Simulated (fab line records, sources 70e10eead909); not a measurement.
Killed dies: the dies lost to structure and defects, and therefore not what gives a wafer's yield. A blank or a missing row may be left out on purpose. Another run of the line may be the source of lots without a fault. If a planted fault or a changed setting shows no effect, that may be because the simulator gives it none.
Matching of chambers | flow nand harc | rie si-06 running NHARC_P_GATE_ETCH_32: 4 sister chambers
The step etches the open film in HBr/Cl2, target depth 150 nm, time 100.1 s. 7 wafers are shown with their chamber, then 8 later ones without.

WAFERS, EACH WITH ITS CHAMBER
wafer  | chamber | drypump motor current A (A) | oes product au (a.u.)
L082.5 | 2       | 5.4                         | 1.014
L084.3 | 2       | 5.4                         | 1.007
L084.5 | 3       | 5.3                         | 0.991
L085.1 | 0       | 5.1                         | 0.973
L085.2 | 1       | 6.0                         | 0.998
L085.6 | 0       | 5.1                         | 0.983
L088.1 | 3       | 5.4                         | 1.011

WAFERS WITH NO CHAMBER GIVEN
wafer  | drypump motor current A (A) | oes product au (a.u.)
L088.4 | 5.1                         | 0.986
L088.5 | 5.4                         | 1.006
L095.2 | 5.3                         | 1.001
L095.3 | 5.4                         | 1.002
L095.6 | 5.4                         | 1.009
L097.3 | 6.0                         | 1.015
L097.5 | 5.1                         | 0.985
L097.6 | 5.4                         | 0.999

WHICH CHAMBER EACH ONE RAN IN
wafer  | from the rows above     | in truth
L088.4 | 0                       | 0
L088.5 | can't be placed: 2 or 3 | 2
L095.2 | can't be placed: 3 or 2 | 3
L095.3 | can't be placed: 2 or 3 | 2
L095.6 | can't be placed: 2 or 3 | 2
L097.3 | 1                       | 1
L097.5 | 0                       | 0
L097.6 | can't be placed: 2 or 3 | 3
Correct placement for 3 of the 8. These rows do not allow placing 5 (true chamber among the candidates in 5). Number placed wrongly: 0.
How it was worked out, from the rows above alone: a wafer's distance from a chamber is the root of the sum, over the readings, of the square of ((its reading less the chamber's mean) divided by the reading's scatter). If the next closest chamber is less than 2 further off than the closest, the wafer can't be placed; otherwise it belongs to the closest. For every chamber, the mean is computed from those of its wafers that are shown. How the scatter is found: for the shown wafers, subtract from each reading the mean of its chamber, square and add these, divide the total by (wafers less chambers), then take the root.
